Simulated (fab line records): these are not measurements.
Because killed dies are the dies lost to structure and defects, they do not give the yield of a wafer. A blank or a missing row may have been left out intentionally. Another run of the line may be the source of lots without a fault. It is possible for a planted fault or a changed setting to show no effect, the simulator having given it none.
Which of the tools did it? + flow nand_harc + Sampling: 11 lots, 31 wafers, 5 of 1159 route steps

== WHAT EACH GAUGE READ, for each wafer ==
NHARC_END_SORT_01. Usual: killed_at_array 29, standard deviation 8.4; killed_at_other 0.7, standard deviation 1.2; killed_at_periphery 3.8, standard deviation 2.1; killed_dies 33, standard deviation 9; killed_open 3.4, standard deviation 2; killed_short 2.1, standard deviation 1.4.
| lot  | measured     | on        | killed_at_array | killed_at_other | killed_at_periphery | killed_dies | killed_open | killed_short | flag |
|------|--------------|-----------|-----------------|-----------------|---------------------|-------------|-------------|--------------|------|
| L468 | day 22 00:52 | prober-02 | 15 256          | 0 0             | 1 2                 | 16 258      | 2 4         | 0 4          | OFF  |
| L471 | day 22 07:05 | prober-01 | 249 23 22       | 0 0 0           | 2 0 4               | 251 23 26   | 4 2 5       | 2 5 0        | OFF  |
| L474 | day 22 14:53 | prober-02 | 265 21          | 0 0             | 5 1                 | 270 22      | 3 4         | 1 1          | OFF  |

== EACH LOT AND THE TOOL THAT RAN IT (in order: tool; ch and the chambers of the sampled wafers; start) ==
| lot  | NHARC_A_CONTACT_ETCH_106           | NHARC_A_CONTACT_STRIP_82                      | NHARC_A_CONTACT_ETCH_30            | NHARC_A_CONTACT_ETCH_98                       |
|------|------------------------------------|-----------------------------------------------|------------------------------------|-----------------------------------------------|
| L464 | rie_diel-12 ch 0,1, day 16 18:59   | rie_diel-12 ch 0,3, day 16 23:47 or earlier   | rie_diel-06 ch 1,3, day 16 23:47   | rie_diel-03 ch 1,2, no start                  |
| L463 | rie_diel-03 ch 0,1, day 16 21:35   | rie_diel-03 ch 0,2, day 17 01:05 or earlier   | rie_diel-03 ch 1,2, day 17 01:05   | rie_diel-03 ch 2,3, no start                  |
| L465 | rie_diel-06 ch 2,3, day 17 15:01   | rie_diel-06 ch 0,1,2, day 17 19:34 or earlier | rie_diel-03 ch 0,1, day 17 19:34   | rie_diel-03 ch 0,3, day 17 21:29              |
| L468 | rie_diel-06 ch 1,3, day 18 03:14   | rie_diel-06 ch 0,3, day 18 06:43 or earlier   | rie_diel-03 ch 1,2, day 18 06:43   | rie_diel-12 ch 0,3, day 22 00:52 or earlier   |
| L471 | rie_diel-03 ch 0,3, day 18 18:56   | rie_diel-03 ch 0,2,3, day 18 23:07 or earlier | rie_diel-03 ch 0,1,3, day 18 23:07 | rie_diel-03 ch 0,1,3, day 22 07:05 or earlier |
| L474 | rie_diel-03 ch 0,3, day 19 03:07   | rie_diel-03 ch 0,3, day 19 06:30 or earlier   | rie_diel-03 ch 0,3, day 19 06:30   | rie_diel-06 ch 0,1, day 22 14:53 or earlier   |
| L477 | rie_diel-12 ch 0,2,3, day 20 12:16 | rie_diel-12 ch 1,2,3, day 20 17:22 or earlier | rie_diel-06 ch 0,1, day 20 17:22   | rie_diel-03 ch 0,3, no start                  |
| L484 | rie_diel-03 ch 0,2,3, day 21 11:34 | rie_diel-03 ch 1,2, day 21 17:35 or earlier   | rie_diel-12 ch 1,2, day 21 17:35   | rie_diel-03 ch 1,2, no start                  |
| L483 | rie_diel-03 ch 2,3, day 21 15:47   | rie_diel-03 ch 0,3, day 21 19:43 or earlier   | rie_diel-03 ch 0,3, day 21 19:43   | rie_diel-06 ch 0,3, no start                  |
| L486 | rie_diel-03 ch 0,1,3, day 22 02:22 | rie_diel-03 ch 1,2,3, day 22 06:43 or earlier | rie_diel-12 ch 2,3, day 22 06:43   | rie_diel-06 ch 0,3, no start                  |
| L485 | rie_diel-03 ch 2,3, day 22 08:40   | rie_diel-03 ch 1,3, day 22 12:20 or earlier   | rie_diel-06 ch 0,2,3, day 22 12:20 | rie_diel-12 ch 0,1,3, day 22 14:05            |
- NHARC_A_CONTACT_ETCH_106: etches the open film in CF4/O2, target depth 60 nm, overetch 6 nm, time 33 s.
- NHARC_A_CONTACT_STRIP_82: strips in O2.
- NHARC_A_CONTACT_ETCH_30: etches the open film in CF4/CHF3, target depth 60.5 nm, time 30.2 s.
- NHARC_A_CONTACT_ETCH_98: etches the open film in C4F6/O2, target depth 20 nm, time 10 s.

== WHAT THE TOOLS THEMSELVES READ (means of the sampled wafers that have a number; where no wafer has one, the mark that the record gives instead) ==
NHARC_A_CONTACT_ETCH_106. Usual: drypump_motor_current_A 5.7 A, standard deviation 0.4; oes_product_au 0.997 a.u., standard deviation 0.0093; rf_vpp_V 197.3 V, standard deviation 1.3; run_length_s 54.3 s, standard deviation 0.64; showerhead_plenum_p_Torr 1.31 Torr, standard deviation 0.049; throttle_valve_pct 13.396 %, standard deviation 0.0088.
| lot  | tool        | drypump_motor_current_A (A) | oes_product_au (a.u.) | rf_vpp_V (V) | run_length_s (s) | showerhead_plenum_p_Torr (Torr) | throttle_valve_pct (%) | flag |
|------|-------------|-----------------------------|-----------------------|--------------|------------------|---------------------------------|------------------------|------|
| L464 | rie_diel-12 | 5.9                         | 0.987                 | 198.4        | 54.1             | 1.34                            | 13.402                 |      |
| L463 | rie_diel-03 | 6.1                         | 1.006                 | 197.5        | 54.6             | 1.31                            | 13.402                 |      |
| L465 | rie_diel-06 | 6.1                         | 1.002                 | 198.2        | 54.7             | 1.37                            | 13.391                 |      |
| L468 | rie_diel-06 | 6.0                         | 1.002                 | 199.1        | 55.2             | 1.38                            | 13.400                 |      |
| L471 | rie_diel-03 | 5.8                         | 1.000                 | 196.8        | 54.7             | 1.26                            | 13.399                 |      |
| L474 | rie_diel-03 | 5.9                         | 0.990                 | 196.5        | 55.0             | 1.26                            | 13.393                 |      |
| L477 | rie_diel-12 | 5.3                         | 1.002                 | 197.3        | 53.8             | 1.31                            | 13.391                 |      |
| L484 | rie_diel-03 | 5.7                         | 1.000                 | 196.4        | 54.7             | 1.26                            | 13.408                 |      |
| L483 | rie_diel-03 | 5.5                         | 1.004                 | 196.0        | 54.6             | 1.25                            | 13.397                 |      |
| L486 | rie_diel-03 | 5.9                         | 0.996                 | 197.7        | 54.4             | 1.29                            | 13.398                 |      |
| L485 | rie_diel-03 | 5.4                         | 1.006                 | 196.0        | 54.5             | 1.25                            | 13.394                 |      |

NHARC_A_CONTACT_STRIP_82. Usual: drypump_motor_current_A 5.7 A, standard deviation 0.42; oes_product_au 0.998 a.u., standard deviation 0.0092; rf_vpp_V 57.6 V, standard deviation 0.88; showerhead_plenum_p_Torr 3.46 Torr, standard deviation 0.12; throttle_valve_pct 17.036 %, standard deviation 0.009.
| lot  | tool        | drypump_motor_current_A (A) | oes_product_au (a.u.) | rf_vpp_V (V) | showerhead_plenum_p_Torr (Torr) | throttle_valve_pct (%) | flag |
|------|-------------|-----------------------------|-----------------------|--------------|---------------------------------|------------------------|------|
| L464 | rie_diel-12 | 5.5                         | 0.989                 | 58.0         | 3.47                            | 17.039                 |      |
| L463 | rie_diel-03 | 5.7                         | 1.008                 | 58.0         | 3.36                            | 17.032                 |      |
| L465 | rie_diel-06 | 5.7                         | 1.000                 | 57.2         | 3.55                            | 17.034                 |      |
| L468 | rie_diel-06 | 5.7                         | 0.990                 | 58.1         | 3.54                            | 17.030                 |      |
| L471 | rie_diel-03 | 5.8                         | 1.002                 | 56.7         | 3.34                            | 17.025                 |      |
| L474 | rie_diel-03 | 5.9                         | 1.000                 | 58.0         | 3.34                            | 17.031                 |      |
| L477 | rie_diel-12 | 5.5                         | 0.990                 | 58.3         | 3.50                            | 17.037                 |      |
| L484 | rie_diel-03 | 5.6                         | 0.994                 | 57.5         | 3.49                            | 17.037                 |      |
| L483 | rie_diel-03 | 5.8                         | 1.003                 | 57.2         | 3.32                            | 17.043                 |      |
| L486 | rie_diel-03 | 5.6                         | 0.988                 | 57.4         | 3.39                            | 17.036                 |      |
| L485 | rie_diel-03 | 5.6                         | 1.005                 | 57.1         | 3.38                            | 17.033                 |      |

NHARC_A_CONTACT_ETCH_30. Usual: drypump_motor_current_A 5.7 A, standard deviation 0.4; oes_product_au 0.932 a.u., standard deviation 0.02; rf_vpp_V 369.7 V, standard deviation 1.9; run_length_s 51.5 s, standard deviation 0.6; showerhead_plenum_p_Torr 1.55 Torr, standard deviation 0.055; throttle_valve_pct 16.801 %, standard deviation 0.01.
| lot  | tool        | drypump_motor_current_A (A) | oes_product_au (a.u.) | rf_vpp_V (V) | run_length_s (s) | showerhead_plenum_p_Torr (Torr) | throttle_valve_pct (%) | flag |
|------|-------------|-----------------------------|-----------------------|--------------|------------------|---------------------------------|------------------------|------|
| L464 | rie_diel-06 | 5.9                         | 0.916                 | 372.4        | 51.8             | 1.62                            | 16.798                 |      |
| L463 | rie_diel-03 | 5.6                         | 0.920                 | 370.3        | 51.1             | 1.56                            | 16.804                 |      |
| L465 | rie_diel-03 | 6.1                         | 0.929                 | 369.1        | 51.8             | 1.55                            | 16.803                 |      |
| L468 | rie_diel-03 | 5.5                         | 0.979                 | 371.4        | 47.7             | 1.54                            | 16.802                 | OFF  |
| L471 | rie_diel-03 | 5.9                         | 0.919                 | 368.9        | 49.2             | 1.53                            | 16.800                 | OFF  |
| L474 | rie_diel-03 | 5.9                         | 0.920                 | 367.7        | 48.6             | 1.49                            | 16.803                 | OFF  |
| L477 | rie_diel-06 | 5.7                         | 0.935                 | 371.2        | 51.2             | 1.58                            | 16.799                 |      |
| L484 | rie_diel-12 | 5.8                         | 0.966                 | 370.6        | 51.0             | 1.59                            | 16.795                 |      |
| L483 | rie_diel-03 | 5.8                         | 0.927                 | 367.6        | 51.8             | 1.48                            | 16.799                 |      |
| L486 | rie_diel-12 | 4.9                         | 0.926                 | 369.5        | 51.1             | 1.52                            | 16.793                 |      |
| L485 | rie_diel-06 | 5.8                         | 0.933                 | 369.8        | 51.6             | 1.58                            | 16.804                 |      |

NHARC_A_CONTACT_ETCH_98. Usual: drypump_motor_current_A 5.7 A, standard deviation 0.44; oes_product_au 0.964 a.u., standard deviation 0.025; rf_vpp_V 545.6 V, standard deviation 2.7; run_length_s 31.0 s, standard deviation 0.51; showerhead_plenum_p_Torr 3.86 Torr, standard deviation 0.12; throttle_valve_pct 26.902 %, standard deviation 0.0081.
| lot  | tool        | drypump_motor_current_A (A) | oes_product_au (a.u.) | rf_vpp_V (V) | run_length_s (s) | showerhead_plenum_p_Torr (Torr) | throttle_valve_pct (%) | flag |
|------|-------------|-----------------------------|-----------------------|--------------|------------------|---------------------------------|------------------------|------|
| L464 | rie_diel-03 | 5.6                         | 0.951                 | 546.0        | 30.9             | 3.90                            | 26.909                 |      |
| L463 | rie_diel-03 | 5.5                         | 0.953                 | 541.5        | 31.1             | 3.69                            | 26.901                 |      |
| L465 | rie_diel-03 | 5.8                         | 0.939                 | 542.1        | 31.4             | 3.71                            | 26.909                 |      |
| L468 | rie_diel-12 | 5.2                         | 0.953                 | 545.9        | 30.8             | 3.84                            | 26.904                 |      |
| L471 | rie_diel-03 | 5.9                         | 0.957                 | 545.7        | 31.0             | 3.81                            | 26.894                 |      |
| L474 | rie_diel-06 | 5.6                         | 0.990                 | 547.1        | 30.8             | 3.92                            | 26.893                 |      |
| L477 | rie_diel-03 | 5.8                         | 0.986                 | 542.5        | 31.3             | 3.70                            | 26.903                 |      |
| L484 | rie_diel-03 | 5.6                         | 0.930                 | 545.9        | 31.0             | 3.88                            | 26.898                 |      |
| L483 | rie_diel-06 | 5.8                         | 0.954                 | 547.7        | 31.4             | 3.96                            | 26.906                 |      |
| L486 | rie_diel-06 | 5.8                         | 1.007                 | 547.9        | 31.3             | 3.96                            | 26.901                 |      |
| L485 | rie_diel-12 | 5.5                         | 0.992                 | 546.7        | 30.7             | 3.88                            | 26.904                 |      |

== THE ANSWER, worked out from the rows above alone ==
Rule: take the mean of a lot's wafers that have a number; if it is more than 3 standard deviations from the usual mean, the lot is off. A lot without any number at a reading at which 4 lots or more have one is off too. All remaining lots with rows at the step are treated as sound. Order of review: gauges by route order, followed by the tools' own readings, for which a lot's mean as printed above is used. At the first step where some lot is off, the reading lying furthest off is the one used; lots without a number count as furthest.
Off, at NHARC_END_SORT_01 on killed_at_array: L468, L471, L474. Neither off nor sound, because the step has no rows for them: L464, L463, L465, L477, L484, L483, L486, L485.
If a tool, at a process step before that reading, ran all the lots that are off and no sound lot after the first of them, it fits. The gauges at NHARC_END_SORT_01 aren't tried: what is off there is off at NHARC_A_CONTACT_ETCH_30 too, on other tools, and a gauge's error can't cause that. NHARC_A_CONTACT_STRIP_82: start missing for some lots; hours and lot order therefore follow NHARC_A_CONTACT_ETCH_30. NHARC_A_CONTACT_ETCH_98: start missing for some lots; hours and lot order therefore follow NHARC_END_SORT_01. One candidate fits, namely rie_diel-03 at NHARC_A_CONTACT_ETCH_30. It ran no sound lot before its first lot that is off in this sample, so the start can't be narrowed down.

== WHAT THE SIMULATOR PUT IN ==
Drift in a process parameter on rie_diel-03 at NHARC_A_CONTACT_ETCH_30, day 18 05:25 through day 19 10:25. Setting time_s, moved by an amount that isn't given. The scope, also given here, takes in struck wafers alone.
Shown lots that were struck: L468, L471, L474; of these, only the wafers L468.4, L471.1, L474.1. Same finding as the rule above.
